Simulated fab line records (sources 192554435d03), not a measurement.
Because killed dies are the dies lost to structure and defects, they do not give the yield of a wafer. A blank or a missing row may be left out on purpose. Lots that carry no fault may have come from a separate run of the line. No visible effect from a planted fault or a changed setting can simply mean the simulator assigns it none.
Split-lot experiment    flow n5_finfet    route with 1938 steps; 7 lots, 39 wafers read

== SPLIT DETAILS ==
At N5_BEOL_M13_SPUTTER_43 (material TaN, target thk 15 nm, time 24.19 s), the setting time_s was moved away from the recipe's 24.19 s on 12 of the 39 wafers read, by -52.3% to +28.5%. This setting was run at the recipe's value on the other wafers.

== FROM THE SPLIT TO THE READING: what the file shows between them, 4 steps ==
- N5_BEOL_M13_SPUTTER_44: material Ta, target thk 10 nm, time 16.13 s
- N5_BEOL_M13_SPUTTER_45: material Cu, target thk 80 nm, time 13.33 s
- N5_BEOL_M13_ECD_47: material Cu, target thk 936 nm
- N5_BEOL_M13_ANNEAL_48: time 90 s

== THE READING ==
barrier_field_endpoint_s, in s, at N5_BEOL_M13_CMP_49 (polishes, stops on SiOC, t overpolish 17.1 s, target thk 420 nm). A value of 30.2 s with a standard deviation of 0.92 s is what fault-free wafers of this fab line usually give.

wafer   tool, chamber at the split  time_s as run, s  against the recipe  barrier_field_endpoint_s, s  against lot-mates on the recipe
L077.2  pvd_sputter-02, -           11.54             -52.3%              21.2                         -8.8
L077.1  pvd_sputter-02, -           24.19             recipe              29.2                         -
L077.4  pvd_sputter-02, -           24.19             recipe              30.1                         -
L077.3  pvd_sputter-02, -           11.54             -52.3%              19.9                         -10.1
L077.6  pvd_sputter-02, -           24.19             recipe              30.6                         -
L077.5  pvd_sputter-02, -           11.54             -52.3%              19.8                         -10.2
L079.3  pvd_sputter-01, -           13.34             -44.9%              22.3                         -8.8
L079.2  pvd_sputter-01, -           24.19             recipe              30.4                         -
L079.4  pvd_sputter-01, -           24.19             recipe              31.6                         -
L079.1  pvd_sputter-01, -           24.19             recipe              31.3                         -
L079.5  pvd_sputter-01, -           13.34             -44.9%              22.0                         -9.1
L079.6  pvd_sputter-01, -           13.34             -44.9%              22.3                         -8.8
L081.1  pvd_sputter-01, -           24.19             recipe              29.6                         -
L081.4  pvd_sputter-01, -           24.19             recipe              29.6                         -
L081.3  pvd_sputter-01, -           24.19             recipe              30.1                         -
L081.2  pvd_sputter-01, -           24.19             recipe              31.2                         -
L081.5  pvd_sputter-01, -           24.19             recipe              30.1                         -
L081.6  pvd_sputter-01, -           24.19             recipe              28.8                         -
L086.3  pvd_sputter-02, -           24.19             recipe              30.7                         -
L086.4  pvd_sputter-02, -           24.19             recipe              30.4                         -
L086.6  pvd_sputter-02, -           24.19             recipe              31.1                         -
L087.1  pvd_sputter-02, -           24.19             recipe              29.6                         -
L087.4  pvd_sputter-02, -           24.19             recipe              29.0                         -
L087.2  pvd_sputter-02, -           24.19             recipe              31.2                         -
L087.3  pvd_sputter-02, -           24.19             recipe              29.5                         -
L087.5  pvd_sputter-02, -           24.19             recipe              28.8                         -
L087.6  pvd_sputter-02, -           24.19             recipe              29.4                         -
L088.1  pvd_sputter-02, -           16.22             -32.9%              24.4                         -5.1
L088.4  pvd_sputter-02, -           16.22             -32.9%              23.6                         -5.9
L088.3  pvd_sputter-02, -           24.19             recipe              29.6                         -
L088.2  pvd_sputter-02, -           24.19             recipe              29.7                         -
L088.6  pvd_sputter-02, -           16.22             -32.9%              24.2                         -5.3
L088.5  pvd_sputter-02, -           24.19             recipe              29.1                         -
L097.1  pvd_sputter-02, -           31.08             +28.5%              36.9                         +6.4
L097.2  pvd_sputter-02, -           24.19             recipe              31.1                         -
L097.4  pvd_sputter-02, -           31.08             +28.5%              38.0                         +7.5
L097.3  pvd_sputter-02, -           24.19             recipe              30.4                         -
L097.5  pvd_sputter-02, -           31.08             +28.5%              36.8                         +6.3
L097.6  pvd_sputter-02, -           24.19             recipe              30.0                         -

THE FIT
A straight line over all 39 wafers: barrier_field_endpoint_s changes by +0.195 s for each +1% of time_s; r = +0.98; the points scatter about the line by 0.88 s.
The same after taking each lot's own level away (the mean of its wafers on the recipe; 39 wafers): +0.195 s for each +1%; r = +0.99; scatter 0.71 s.
The reading moves by 10 s for the largest change in time_s, on that fit.
Across the lots, their own levels run from 29.47 to 31.10 s, a range of 1.8 times the standard deviation given above.
So the lot-to-lot level changes the slope little: the two slopes agree.
Check: with one of the wafers moved furthest among these (-52.3%) left out of the fit, the line predicts -10.2 s for it against its lot-mates. It came out at -8.77 s against them.

== THE OTHER SPLITS THESE WAFERS WENT THROUGH ==
Other splits were also applied to these wafers ahead of the reading. Each is held against what the fit with the lots' levels taken away leaves over:
other split on the same wafers  wafers away from the commonest value  r with barrier_field_endpoint_s (lot level and that fit taken away)
N5_BEOL_M11_DESCUM_16 time_s    9                                     +0.16

== THE WHOLE CHAIN: every reading that the file lists as answering this split, in the file's order ==
step                    what it does                                                     reading                                                                             change (the file's fit)                r (the file's)
N5_BEOL_M13_SPUTTER_43  material TaN, target thk 15 nm, time 24.19 s                     TaN_of_BEOL_M13_SPUTTER_43.thk_nm (the simulator's own value, which no gauge read)  +0.155 nm for each +1% of the setting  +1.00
N5_BEOL_M13_CMP_49      polishes, stops on SiOC, t overpolish 17.1 s, target thk 420 nm  barrier_field_endpoint_s                                                            +0.192 s for each +1% of the setting   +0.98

== FILE'S OWN FIT ==
barrier_field_endpoint_s changes by +0.192 s for each +1% of time_s, r = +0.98.
